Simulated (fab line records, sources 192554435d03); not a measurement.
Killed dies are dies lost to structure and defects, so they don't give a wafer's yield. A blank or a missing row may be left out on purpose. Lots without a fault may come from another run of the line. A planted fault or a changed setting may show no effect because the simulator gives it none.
Which tool did it? | flow n5_finfet | 10 lots, 30 wafers sampled, at 1 step of a route of 1938

WHAT THE GAUGES READ, wafer by wafer
N5_BEOL_M2_INSPECT_30: inspects for defects (brightfield).
lot  | measured     | on                | raw_defect_count
L074 | day 6 23:28  | defect_inspect-02 | 410 404 405
L076 | day 7 14:11  | defect_inspect-02 | 317 418 525
L079 | day 7 14:50  | defect_inspect-02 | 453 408 411
L081 | day 8 17:32  | defect_inspect-01 | 473 426 380
L085 | day 9 11:26  | defect_inspect-01 | 335 346 331
L087 | day 10 09:05 | defect_inspect-01 | 281 325 240
L089 | day 10 21:40 | defect_inspect-02 | 329 303 402
L091 | day 10 23:49 | defect_inspect-01 | 300 238 308
L093 | day 11 07:16 | defect_inspect-01 | 669 518 307
L097 | day 12 04:42 | defect_inspect-02 | 314 428 392

WHICH TOOL RAN EACH LOT (tool, then ch and the chambers of the sampled wafers, then the start)
The record holds no process step before these readings.

THE ANSWER, worked out from the rows above alone
Rule: what is usual is taken from the lots themselves. Put in order of their means at a reading, lots are off if they are a third of the lots or fewer, leave a main group of 4 or more, and stand apart from it by a gap of 3 or more times the standard deviation of the main group's means; of several such gaps the widest counts. A main group whose means are all the same, to the digits that the tables above print for the reading, isn't used. A lot without any number at a reading at which 4 lots or more have one is off too. The other lots that the step has rows for count as sound.
No lot is off at any reading shown: from this, nothing can be told.

WHAT THE SIMULATOR HAD PUT IN
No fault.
